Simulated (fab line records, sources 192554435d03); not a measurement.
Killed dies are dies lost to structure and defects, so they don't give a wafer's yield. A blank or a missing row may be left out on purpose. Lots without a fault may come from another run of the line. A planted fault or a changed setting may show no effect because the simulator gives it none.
Which tool did it? | flow n5_finfet | 10 lots, 27 wafers sampled, at 6 steps of a route of 1938

WHAT THE GAUGES READ, wafer by wafer
N5_WELL_APT_CD_MEAS_08: target cd 200 nm. Usual: cd_nm 199.2 nm, standard deviation 1.8.
lot  | measured    | on        | cd_nm (nm)        | flag
L603 | day 3 13:36 | cd_sem-03 | 197.7 198.6       |
L605 | day 4 01:47 | cd_sem-01 | 198.5 200.0       |
L606 | day 4 07:41 | cd_sem-03 | 204.8 200.5       |
L607 | day 4 14:05 | cd_sem-02 | 200.5 197.0 198.0 |
L608 | day 4 20:09 | cd_sem-01 | 201.5 203.7 200.0 |
L612 | day 5 19:49 | cd_sem-02 | 197.4 198.8 199.2 |
L613 | day 6 01:54 | cd_sem-02 | 197.9 195.8 196.3 |
L615 | day 6 14:02 | cd_sem-03 | 201.3 198.1 198.4 |
L616 | day 6 19:41 | cd_sem-02 | 198.7 196.2 197.9 |
L617 | day 7 02:00 | cd_sem-03 | 200.2 200.6 198.7 |

N5_PMOS_HMC_CHANNEL_EPI_THK_MEAS_22. Usual: HMC_CMP_THK 54.4 nm, standard deviation 1.2.
lot  | measured    | on            | HMC_CMP_THK (nm) | flag
L603 | day 3 19:49 | film_metro-02 | 55.3 45.8        | OFF
L605 | day 4 07:28 | film_metro-02 | 47.4 52.3        | OFF
L606 | day 4 14:33 | film_metro-02 | 48.0 53.3        | OFF
L607 | day 4 20:11 | film_metro-02 | 52.9 55.6 53.9   |
L608 | day 5 02:28 | film_metro-02 | 56.5 55.2 56.6   |
L612 | day 6 02:07 | film_metro-02 | 53.8 54.5 53.6   |
L613 | day 6 09:23 | film_metro-02 | 55.0 55.1 56.1   |
L615 | day 6 20:06 | film_metro-01 | 53.1 53.7 53.8   |
L616 | day 7 01:57 | film_metro-02 | 52.4 55.8 53.6   |
L617 | day 7 08:38 | film_metro-02 | 52.9 55.4 55.5   |

N5_BEOL_M4_RC_MEAS_101. Usual: DIBL_N 36.8 mV/V, standard deviation 1.5; DIBL_P 37.1 mV/V, standard deviation 2.1; IOFF_N 0.168 nA/um, standard deviation 0.03; IOFF_P 0.22 nA/um, standard deviation 0.034; ION_N 679 uA/um, standard deviation 12; ION_P 466 uA/um, standard deviation 8; SS_N 71.7 mV/dec, standard deviation 0.58; SS_P 73.5 mV/dec, standard deviation 0.67; VT_N 248.8 mV, standard deviation 2.7; VT_P -250 mV, standard deviation 3.3.
lot  | measured     | on        | DIBL_N (mV/V)  | DIBL_P (mV/V)  | IOFF_N (nA/um)    | IOFF_P (nA/um) | ION_N (uA/um) | ION_P (uA/um) | SS_N (mV/dec)  | SS_P (mV/dec)  | VT_N (mV)         | VT_P (mV)      | flag
L603 | day 9 20:17  | prober-02 | 38.1 35.3      | 39.1 36.2      | 0.217 0.153       | 0.24 0.18      | 690 678       | 470 446       | 72.6 72.1      | 73.7 73.2      | 248.9 250.0       | -250 -254      |
L605 | day 10 00:16 | prober-02 | 36.5 38.9      | 36.2 41.4      | 0.150 0.217       | 0.17 0.27      | 660 677       | 450 467       | 70.7 72.4      | 73.8 74.1      | 251.1 244.8       | -253 -249      |
L606 | day 10 21:23 | prober-01 | 35.2 34.9      | 34.6 33.7      | 0.149 0.131       | 0.18 0.18      | 680 663       | 461 459       | 71.2 71.7      | 73.7 73.0      | 248.8 252.6       | -253 -254      |
L607 | day 11 00:38 | prober-02 | 37.1 36.8 37.4 | 39.3 40.2 40.5 | 0.176 0.175 0.181 | 0.24 0.27 0.27 | 677 670 674   | 463 463 466   | 72.4 72.5 72.5 | 73.6 74.6 74.3 | 250.6 249.6 247.8 | -246 -246 -246 |
L608 | day 11 02:07 | prober-02 | 34.3 36.4 35.6 | 32.5 34.9 34.2 | 0.132 0.166 0.152 | 0.19 0.22 0.21 | 662 676 670   | 465 470 461   | 70.9 71.2 71.0 | 73.3 73.4 74.0 | 250.2 247.7 249.4 | -251 -250 -250 |
L612 | day 12 05:23 | prober-01 | 35.7 33.8 37.9 | 36.8 33.9 39.5 | 0.139 0.118 0.169 | 0.22 0.17 0.27 | 681 674 676   | 472 468 471   | 71.1 70.9 71.7 | 73.4 72.4 73.9 | 252.4 253.6 244.6 | -251 -252 -246 |
L613 | day 12 04:27 | prober-01 | 38.4 37.9 37.8 | 38.2 37.6 38.1 | 0.189 0.169 0.193 | 0.24 0.24 0.25 | 696 677 708   | 480 464 484   | 72.0 71.6 72.4 | 73.4 73.5 74.2 | 246.2 245.0 243.7 | -250 -249 -245 |
L615 | day 13 06:37 | prober-02 | 38.9 36.8 38.6 | 37.8 35.5 36.7 | 0.177 0.135 0.174 | 0.19 0.17 0.18 | 678 675 683   | 460 459 462   | 72.3 70.8 72.4 | 73.9 73.3 73.7 | 247.2 254.0 249.3 | -256 -256 -257 |
L616 | day 13 00:08 | prober-02 | 39.5 36.3 37.7 | 39.8 36.0 37.7 | 0.233 0.149 0.182 | 0.28 0.21 0.23 | 712 687 695   | 478 472 476   | 71.8 71.4 72.2 | 74.5 73.2 73.2 | 244.4 250.9 248.9 | -247 -249 -250 |
L617 | day 13 08:35 | prober-02 | 33.4 34.7 36.5 | 33.0 34.8 36.2 | 0.126 0.147 0.164 | 0.19 0.22 0.26 | 679 681 678   | 469 472 474   | 71.3 71.5 72.4 | 72.9 73.4 73.0 | 252.8 252.4 248.7 | -251 -247 -246 |

WHICH TOOL RAN EACH LOT (tool, then ch and the chambers of the sampled wafers, then the start)
lot  | N5_WELL_APT_DESCUM_30             | N5_PMOS_HMC_CHANNEL_EPI_FIN_RECESS_16 | N5_FIN_SAQP_PECVD_48
L603 | rie_diel-01 ch 0,1, day 3 15:07   | rie_si-03 ch 0,2, day 3 17:50         | pecvd-03 ch 0,1, day 3 22:19
L605 | rie_diel-01 ch 0,1, day 4 03:01   | rie_si-03 ch 0,3, day 4 05:40         | pecvd-02 ch 1,2, day 4 10:11
L606 | rie_diel-06 ch 1,2, day 4 09:41   | rie_si-03 ch 0,3, day 4 12:45         | pecvd-02 ch 0,1, day 4 15:59
L607 | rie_diel-06 ch 0,2, day 4 15:31   | rie_si-02 ch 0,1,3, day 4 18:17       | pecvd-02 ch 0,1, day 4 21:34
L608 | rie_diel-06 ch 1,3, day 4 21:37   | rie_si-06 ch 0,2, day 5 00:32         | pecvd-04 ch 1,2, day 5 03:40
L612 | rie_diel-01 ch 0,1,3, day 5 21:18 | rie_si-02 ch 1,2, day 6 00:18         | pecvd-02 ch 0,1, day 6 03:35
L613 | rie_diel-01 ch 0,1,2, day 6 04:13 | rie_si-06 ch 0,2,3, day 6 07:34       | pecvd-03 ch 0,2, day 6 10:40
L615 | rie_diel-01 ch 0,1,3, day 6 15:22 | rie_si-02 ch 0,1, day 6 18:15         | pecvd-02 ch 0,2, day 6 21:21
L616 | rie_diel-01 ch 1,2,3, day 6 21:01 | rie_si-03 ch 0,2,3, day 6 23:45       | pecvd-02 ch 0,1,2, day 7 03:20
L617 | rie_diel-02 ch 0,2,3, day 7 03:35 | rie_si-03 ch 2,3, day 7 06:26         | pecvd-03 ch 1,2, day 7 09:49
- N5_WELL_APT_DESCUM_30: chemistry O2, time 7.9 s.
- N5_PMOS_HMC_CHANNEL_EPI_FIN_RECESS_16: chemistry HBr/Cl2, target Si, target depth 54 nm, time 18 s.
- N5_FIN_SAQP_PECVD_48: deposits SiNx from SiH4/NH3/N2, target thk 25 nm, time 22.1 s.

WHAT THE TOOLS THEMSELVES READ (means of the sampled wafers that have a number; where no wafer has one, the mark that the record gives instead)
N5_WELL_APT_DESCUM_30. Usual: drypump_motor_current_A 5.6 A, standard deviation 0.48; oes_product_au 0.77 a.u., standard deviation 0.09; rf_vpp_V 243.1 V, standard deviation 1.5; showerhead_plenum_p_Torr 2.09 Torr, standard deviation 0.075; throttle_valve_pct 20.49 %, standard deviation 0.27.
lot  | tool        | drypump_motor_current_A (A) | oes_product_au (a.u.) | rf_vpp_V (V) | showerhead_plenum_p_Torr (Torr) | throttle_valve_pct (%) | flag
L603 | rie_diel-01 | 4.8                         | 0.77                  | 242.8        | 2.05                            | 20.56                  |
L605 | rie_diel-01 | 4.8                         | 0.76                  | 242.9        | 2.05                            | 20.58                  |
L606 | rie_diel-06 | 5.9                         | 0.70                  | 243.4        | 2.12                            | 20.65                  |
L607 | rie_diel-06 | 5.6                         | 0.79                  | 244.2        | 2.19                            | 20.62                  |
L608 | rie_diel-06 | 5.8                         | 0.79                  | 241.9        | 2.04                            | 20.45                  |
L612 | rie_diel-01 | 5.0                         | 0.81                  | 242.7        | 2.04                            | 20.45                  |
L613 | rie_diel-01 | 5.3                         | 0.72                  | 243.4        | 2.08                            | 20.59                  |
L615 | rie_diel-01 | 5.0                         | 0.80                  | 242.1        | 2.04                            | 20.45                  |
L616 | rie_diel-01 | 5.5                         | 0.78                  | 242.3        | 2.07                            | 20.60                  |
L617 | rie_diel-02 | 5.8                         | 0.84                  | 244.3        | 2.14                            | 20.42                  |

N5_PMOS_HMC_CHANNEL_EPI_FIN_RECESS_16. Usual: HBr_flow_sccm 150.0 sccm, standard deviation 0.45; drypump_motor_current_A 5.7 A, standard deviation 0.43; oes_product_au 1.003 a.u., standard deviation 0.017; throttle_valve_pct 35.44 %, standard deviation 0.29.
lot  | tool      | HBr_flow_sccm (sccm) | drypump_motor_current_A (A) | oes_product_au (a.u.) | throttle_valve_pct (%) | flag
L603 | rie_si-03 | 149.9                | 6.0                         | 0.987                 | 35.30                  |
L605 | rie_si-03 | 150.1                | 6.2                         | 0.990                 | 35.09                  |
L606 | rie_si-03 | 149.8                | 6.2                         | 0.998                 | 35.07                  |
L607 | rie_si-02 | 150.0                | 5.7                         | 0.982                 | 35.48                  |
L608 | rie_si-06 | 150.1                | 5.6                         | 1.024                 | 35.54                  |
L612 | rie_si-02 | 150.2                | 5.6                         | 1.000                 | 35.66                  |
L613 | rie_si-06 | 150.1                | 5.8                         | 1.012                 | 35.61                  |
L615 | rie_si-02 | 150.3                | 5.7                         | 0.988                 | 35.53                  |
L616 | rie_si-03 | 150.6                | 6.0                         | 0.998                 | 35.15                  |
L617 | rie_si-03 | 149.6                | 5.8                         | 1.000                 | 35.16                  |

N5_FIN_SAQP_PECVD_48. Usual: heater_power_w 792 W, standard deviation 75; showerhead_plenum_p_Torr 5.16 Torr, standard deviation 0.053; throttle_valve_pct 40.8 %, standard deviation 2.1.
lot  | tool     | heater_power_w (W) | showerhead_plenum_p_Torr (Torr) | throttle_valve_pct (%) | flag
L603 | pecvd-03 | 778                | 5.23                            | 42.7                   |
L605 | pecvd-02 | 763                | 5.13                            | 39.8                   |
L606 | pecvd-02 | 864                | 5.14                            | 41.4                   |
L607 | pecvd-02 | 853                | 5.15                            | 41.6                   |
L608 | pecvd-04 | 797                | 5.14                            | 43.9                   |
L612 | pecvd-02 | 812                | 5.16                            | 41.7                   |
L613 | pecvd-03 | 766                | 5.20                            | 39.7                   |
L615 | pecvd-02 | 749                | 5.11                            | 39.6                   |
L616 | pecvd-02 | 787                | 5.13                            | 40.6                   |
L617 | pecvd-03 | 805                | 5.17                            | 39.6                   |

THE ANSWER, worked out from the rows above alone
Rule: a lot is off if the mean of its wafers that have a number lies more than 3 standard deviations from the usual mean. A lot without any number at a reading at which 4 lots or more have one is off too. The other lots that the step has rows for count as sound. The gauges are gone through in route order, then the tools' own readings, and for those a lot's mean is taken as printed above. The first step at which some lot is off is used, and at that step the reading that is off furthest; a lot without a number counts as furthest.
Off: L603, L605, L606, at N5_PMOS_HMC_CHANNEL_EPI_THK_MEAS_22 (HMC_CMP_THK).
A tool fits if, at a process step before that reading, it ran every lot that is off, and no sound lot after the first of them. The gauges at N5_PMOS_HMC_CHANNEL_EPI_THK_MEAS_22 are tried like those tools. None of those tried fits.

WHAT THE SIMULATOR HAD PUT IN
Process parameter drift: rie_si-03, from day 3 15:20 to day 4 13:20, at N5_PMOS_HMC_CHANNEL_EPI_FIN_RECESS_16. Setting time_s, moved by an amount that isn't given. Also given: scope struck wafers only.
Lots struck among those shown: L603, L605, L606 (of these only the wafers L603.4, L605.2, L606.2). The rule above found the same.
